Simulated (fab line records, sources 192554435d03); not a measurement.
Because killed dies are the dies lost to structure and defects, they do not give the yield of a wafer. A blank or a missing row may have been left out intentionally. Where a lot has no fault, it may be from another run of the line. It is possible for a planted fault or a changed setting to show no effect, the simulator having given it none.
2 desks looking at one fault ; flow n5_finfet ; only its own numbers are on each desk; what lay behind them is given at the end

## THE TOOL OWNER'S DESK: rie_diel-01
The tool's own readings at N5_BEOL_M9_ETCH_62 (etches SOC in N2/H2, target depth 110 nm, overetch 22 nm, time 165 s): means of the sampled wafers that have a number, for each lot that ran on this tool. If a lot's mean is further than 4 standard deviations from the usual mean, the lot is out of limits and carries the mark OUT (the distance appears in the brackets).
Columns: A = drypump_motor_current_A at N5_BEOL_M9_ETCH_62, usual 5.8 A; B = oes_product_au at N5_BEOL_M9_ETCH_62, usual 0.67 a.u.; C = rf_vpp_V at N5_BEOL_M9_ETCH_62, usual 523.8 V; D = showerhead_plenum_p_Torr at N5_BEOL_M9_ETCH_62, usual 2.54 Torr; E = throttle_valve_pct at N5_BEOL_M9_ETCH_62, usual 17.74 %
lot;first seen here;A;B;C;D;E
L864;day 9 15:11;5.7;0.68;523.7;2.53;17.66
L874;day 12 12:05;5.7;0.67;522.2;2.52;17.72
L881;day 13 12:22;5.7;0.66;523.5;2.52;17.72
L880;day 13 23:17;5.3;0.73;524.0;2.54;17.53
Finding of this desk: none of the 4 lots has anything out of limits.

## THE METROLOGY DESK
What the gauges read, lot by lot, whatever tool the lot ran on: means of the sampled wafers that have a number. If a lot's mean is further than 4 standard deviations from the usual mean, the lot is out of limits and carries the mark OUT (the distance appears in the brackets).
Columns: A = cd_nm at N5_BEOL_M9_CD_MEAS_11, usual 64.0 nm; B = cd_nm at N5_BEOL_M9_CD_MEAS_18, usual 69.9 nm
lot;first seen here;A;B
L864;day 9 14:47;64.9;71.1
L867;day 10 08:29;63.7;69.6
L873;day 12 04:24;63.8;69.6
L874;day 12 11:23;63.8;69.7
L879;day 13 05:56;64.5;70.5
L881;day 13 11:07;63.7;71.1
L882;day 13 18:14;64.9;70.9
L880;day 13 23:07;63.9;71.4
L887;day 15 02:46;64.1;69.9
L885;day 15 03:29;63.3;69.2
Finding of this desk: none of the 10 lots has anything out of limits.

## TAKEN TOGETHER
The tool owner's desk saw nothing out of limits.
The metrology desk saw nothing out of limits.

## WHAT THE SIMULATOR HAD INSERTED
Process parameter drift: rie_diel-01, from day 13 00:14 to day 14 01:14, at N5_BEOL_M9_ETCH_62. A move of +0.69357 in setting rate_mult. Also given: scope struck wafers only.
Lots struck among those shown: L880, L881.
